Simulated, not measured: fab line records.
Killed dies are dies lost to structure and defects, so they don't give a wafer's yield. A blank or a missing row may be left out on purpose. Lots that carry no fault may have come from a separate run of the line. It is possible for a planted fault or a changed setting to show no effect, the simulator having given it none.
Chamber matching -- flow n5Finfet -- N5_BEOL_M4_ETCH_69 on rieDiel-01 has 4 sister chambers
The step etches SiARC in CF4, target depth 15.6 nm, time 26 s. 22 wafers are shown with their chamber, then 11 later ones without.

WAFERS, EACH WITH ITS CHAMBER
wafer,chamber,drypumpMotorCurrentA (A),throttleValvePct (%),showerheadPlenumPTorr (Torr)
L075.1,1,5.0,15.99,2.05
L075.2,0,4.7,15.54,2.12
L075.4,1,5.0,15.97,2.05
L078.1,2,6.2,15.43,2.20
L078.3,0,4.7,15.56,2.11
L078.5,1,5.0,15.99,2.05
L081.1,2,6.2,15.43,2.19
L081.5,2,6.2,15.43,2.19
L081.6,1,5.0,16.00,2.04
L083.2,2,6.2,15.46,2.19
L083.4,3,5.4,15.39,2.10
L083.6,3,5.3,15.39,2.10
L082.1,2,6.2,15.45,2.19
L082.4,1,5.1,16.01,2.04
L082.6,2,6.2,15.43,2.19
L084.1,3,5.4,15.40,2.09
L084.2,1,5.0,16.00,2.04
L084.3,2,6.2,15.46,2.19
L085.2,3,5.4,15.42,2.09
L085.3,1,5.0,16.03,2.04
L085.6,3,5.4,15.43,2.09
L089.1,0,4.7,15.61,2.11

SIGNATURES, as means of the wafers listed above
reading,chamber 0,chamber 1,chamber 2,chamber 3,scatter within a chamber
drypumpMotorCurrentA,4.700,5.014,6.200,5.380,0.0303
throttleValvePct,15.5700,15.9986,15.4414,15.4060,0.0201
showerheadPlenumPTorr,2.1133,2.0443,2.1914,2.0940,0.00497
Rule: a wafer lies at a distance from a chamber equal to the root of the sum of squares, over the readings, of (its reading less the chamber's mean, divided by the reading's scatter). If the next closest chamber is less than 2 further off than the closest, the wafer can't be placed; otherwise it belongs to the closest. The scatter: take each reading less its chamber's mean, square it, sum over the shown wafers, divide by the number of wafers less the number of chambers, and take the root.

WAFERS MISSING THEIR CHAMBER
wafer,drypumpMotorCurrentA (A),throttleValvePct (%),showerheadPlenumPTorr (Torr)
L089.3,6.2,15.47,2.19
L089.4,5.4,15.44,2.09
L090.2,5.0,16.03,2.04
L090.5,4.7,15.62,2.11
L090.6,6.2,15.48,2.19
L095.1,4.7,15.64,2.10
L095.2,6.2,15.50,2.18
L095.3,5.0,16.07,2.03
L097.2,4.7,15.64,2.10
L097.4,5.0,16.07,2.03
L097.5,5.4,15.45,2.09

CHAMBER TAKEN BY EACH
wafer,from the rows above,in truth
L089.3,2,2
L089.4,3,3
L090.2,1,1
L090.5,0,0
L090.6,2,2
L095.1,0,0
L095.2,2,2
L095.3,1,1
L097.2,0,0
L097.4,1,1
L097.5,3,3
Correct placement for 11 of the 11. Number that these rows cannot place: 0. Wrongly placed: 0.
